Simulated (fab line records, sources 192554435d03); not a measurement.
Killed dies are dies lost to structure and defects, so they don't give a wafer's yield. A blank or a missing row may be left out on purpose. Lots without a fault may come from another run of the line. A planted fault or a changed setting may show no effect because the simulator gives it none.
Which tool did it? | flow n5_finfet | 11 lots, 31 wafers sampled, at 2 steps of a route of 1938

WHAT THE GAUGES READ, wafer by wafer
N5_BEOL_M10_CD_MEAS_35: target cd 70 nm. Usual: cd_nm 69.8 nm, standard deviation 0.73.
lot  | measured     | on        | cd_nm (nm)     | flag
L698 | day 11 05:04 | cd_sem-03 | 69.7 70.2 70.1 |
L702 | day 11 14:35 | cd_sem-01 | 70.4 70.2 69.2 |
L700 | day 11 14:47 | cd_sem-02 | 70.1 70.7 70.2 |
L703 | day 12 07:58 | cd_sem-02 | 69.5 70.2 69.8 |
L706 | day 12 08:29 | cd_sem-03 | 70.3 68.9 70.3 |
L710 | day 13 23:00 | cd_sem-01 | 70.4 70.0 69.8 |
L709 | day 13 23:34 | cd_sem-02 | 68.5 69.2 69.1 |
L712 | day 14 05:20 | cd_sem-03 | 68.3 69.6 68.2 |
L714 | day 14 13:58 | cd_sem-02 | 69.2 70.3 70.2 |
L716 | day 15 02:44 | cd_sem-03 | 68.9 69.7      |
L715 | day 15 13:47 | cd_sem-03 | 68.5 69.0      |

WHICH TOOL RAN EACH LOT (tool, then ch and the chambers of the sampled wafers, then the start)
lot  | N5_BEOL_M10_ETCH_65
L698 | rie_diel-03 ch 1,2,3, day 11 04:27
L702 | rie_diel-03 ch 0,1,2, day 11 13:58
L700 | rie_diel-06 ch 0,1, day 11 14:11
L703 | rie_diel-06 ch 0,3, day 12 07:21
L706 | rie_diel-01 ch 0,1,3, day 12 07:53
L710 | rie_diel-01 ch 0,3, day 13 22:23
L709 | rie_diel-03 ch 0,2,3, day 13 22:56
L712 | rie_diel-06 ch 0,3, day 14 04:44
L714 | rie_diel-03 ch 2,3, day 14 13:21
L716 | rie_diel-01 ch 0,2, day 15 02:07
L715 | rie_diel-03 ch 0,1, day 15 13:10
- N5_BEOL_M10_ETCH_65: etches SiARC in CF4, target depth 39 nm, time 65 s.

WHAT THE TOOLS THEMSELVES READ (means of the sampled wafers that have a number; where no wafer has one, the mark that the record gives instead)
N5_BEOL_M10_ETCH_65. Usual: bias_w 36.01 W, standard deviation 0.11; cf4_flow_sccm 100.0 sccm, standard deviation 0.33; drypump_motor_current_A 5.8 A, standard deviation 0.55; etch_rf_on_time_s 64.3 s, standard deviation 1.7; oes_product_au 0.70 a.u., standard deviation 0.074; rf_vpp_V 184.5 V, standard deviation 1.2; showerhead_plenum_p_Torr 2.18 Torr, standard deviation 0.064; throttle_valve_pct 15.52 %, standard deviation 0.21.
lot  | tool        | bias_w (W) | cf4_flow_sccm (sccm) | drypump_motor_current_A (A) | etch_rf_on_time_s (s) | oes_product_au (a.u.) | rf_vpp_V (V) | showerhead_plenum_p_Torr (Torr) | throttle_valve_pct (%) | flag
L698 | rie_diel-03 | 36.05      | 99.8                 | 5.5                         | 63.5                  | 0.66                  | 184.2        | 2.14                            | 15.74                  |
L702 | rie_diel-03 | 35.98      | 100.2                | 5.2                         | 64.3                  | 0.67                  | 184.3        | 2.18                            | 15.65                  |
L700 | rie_diel-06 | 36.03      | 100.0                | 6.3                         | 65.9                  | 0.59                  | 184.7        | 2.20                            | 15.71                  |
L703 | rie_diel-06 | 36.19      | 99.7                 | 5.5                         | 67.1                  | 0.69                  | 185.6        | 2.25                            | 15.54                  |
L706 | rie_diel-01 | 36.01      | 99.8                 | 6.2                         | 64.7                  | 0.73                  | 185.3        | 2.23                            | 15.36                  |
L710 | rie_diel-01 | 35.96      | 99.9                 | 6.5                         | 63.4                  | 0.70                  | 184.7        | 2.19                            | 15.43                  |
L709 | rie_diel-03 | 36.02      | 100.0                | 5.4                         | 63.0                  | 0.68                  | 184.7        | 2.12                            | 15.66                  |
L712 | rie_diel-06 | 35.97      | 99.8                 | 5.6                         | 67.0                  | 0.79                  | 186.1        | 2.22                            | 15.33                  |
L714 | rie_diel-03 | 36.10      | 99.8                 | 5.7                         | 63.9                  | 0.65                  | 183.6        | 2.09                            | 15.77                  |
L716 | rie_diel-01 | 36.12      | 100.6                | 5.8                         | 64.3                  | 0.64                  | 184.6        | 2.23                            | 15.55                  |
L715 | rie_diel-03 | 35.95      | 100.0                | 5.3                         | 64.3                  | 0.65                  | 183.9        | 2.17                            | 15.61                  |

THE ANSWER, worked out from the rows above alone
Rule: a lot is off if the mean of its wafers that have a number lies more than 3 standard deviations from the usual mean. A lot without any number at a reading at which 4 lots or more have one is off too. The other lots that the step has rows for count as sound. The gauges are gone through in route order, then the tools' own readings, and for those a lot's mean is taken as printed above. The first step at which some lot is off is used, and at that step the reading that is off furthest; a lot without a number counts as furthest.
No lot is off at any reading shown: from this, nothing can be told.

WHAT THE SIMULATOR HAD PUT IN
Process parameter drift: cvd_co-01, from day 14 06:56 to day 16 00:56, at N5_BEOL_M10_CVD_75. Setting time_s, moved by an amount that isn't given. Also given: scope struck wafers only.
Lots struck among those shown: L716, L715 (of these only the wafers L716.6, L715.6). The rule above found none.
